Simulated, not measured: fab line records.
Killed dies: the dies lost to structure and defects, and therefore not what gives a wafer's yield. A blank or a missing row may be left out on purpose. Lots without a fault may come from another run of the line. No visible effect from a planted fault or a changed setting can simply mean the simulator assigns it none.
8D (eight disciplines) problem report, filled in by code -- flow n5-finfet -- the parts of the form that need people (team, actions taken, sign-off) are left out

## 1. PROBLEM STATEMENT
spin-speed-rpm at N5_HKMG_FIN_COAT_85 reads a mean of 1461.8 rpm on 6 wafers of 2 lots; wafers without a fault read 1500.0 rpm with a standard deviation of 1.1. Measured from the usual mean, that is -35 standard deviations.
The step: time 60 s, resist thk 300 nm.
First seen on wafer L122.1, day 6 17:47, on litho-track-02. The record has a number at this step for 30 wafers belonging to 10 lots. Rule for "out", or "out of limits": more than 4 standard deviations from the usual mean. The rest of the wafers with a number are treated as sound.

## 2. WHAT THIS IS AND IS NOT
question,is,is not
which readings at this step,spin-speed-rpm,resist-line-temp-C
which lots,"L122, L127","L114, L115, L116, L118, L120, L133, L134, L135"
which wafers of those lots,all that have a number,-
read on which tools,litho-track-02,"litho-track-01, litho-track-05"
when,from day 6 17:47,"up to then (15 sound wafers); but 9 sound wafers of L133, L134, L135 came after"

## 3. THE SUSPECTS, EACH WITH WHAT RULES IT OUT
Counting: any tool at a process step up to the reading is kept as a suspect provided that every lot that is out went through it and no sound lot did after the first of them.
- rie-diel-04 at N5_HKMG_FIN_ETCH_35 (etches SOC in N2/H2, target depth 215.8 nm, time 243.4 s): ruled out as a lasting fault. After its first lot that is out, L122 (day 6 16:50), sound lots L133, L135 ran on it.
- litho-track-02 at N5_HKMG_FIN_COAT_85 (time 60 s, resist thk 300 nm): kept. It ran every lot that is out, first L122 (day 6 17:47), and no sound lot after that; its last sound lot up to then is L120 (day 6 04:47). On those wafers its own readings are out: spin-speed-rpm.
Left after counting: litho-track-02 at N5_HKMG_FIN_COAT_85.

## 4. THE CAUSE (what the simulator had put in)
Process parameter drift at N5_HKMG_FIN_COAT_85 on litho-track-02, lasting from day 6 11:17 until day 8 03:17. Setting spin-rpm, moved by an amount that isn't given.
The count eliminated every tool but this one.

## 5. THE EFFECT CHAIN, in route order
Each row: a reading where the mean over the struck wafers with a number is more than 3 standard deviations away from the usual. Only readings whose record carries a usual standard deviation are examined. hours: median over the lots of the time between each lot's start at the first step of this table that gives one and its start at this step. sigmas: the change, counted in usual standard deviations.
hours,step,reading,usual,on struck wafers,change,sigmas
0,N5_HKMG_FIN_COAT_85,spin-speed-rpm,1500.0 rpm,1461.8,-38.2,-35
The process steps in it:
- N5_HKMG_FIN_COAT_85: time 60 s, resist thk 300 nm.
At these later measuring or inspecting steps, every struck wafer for which the step has a row has a number for every such reading, and none has moved that far: N5_BEOL_M4_RC_MEAS_101.

## 6. WHAT WOULD HAVE CAUGHT IT SOONER
The fault began at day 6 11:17; the first out-of-limits reading in this record came at day 6 17:47, 7 hours later.
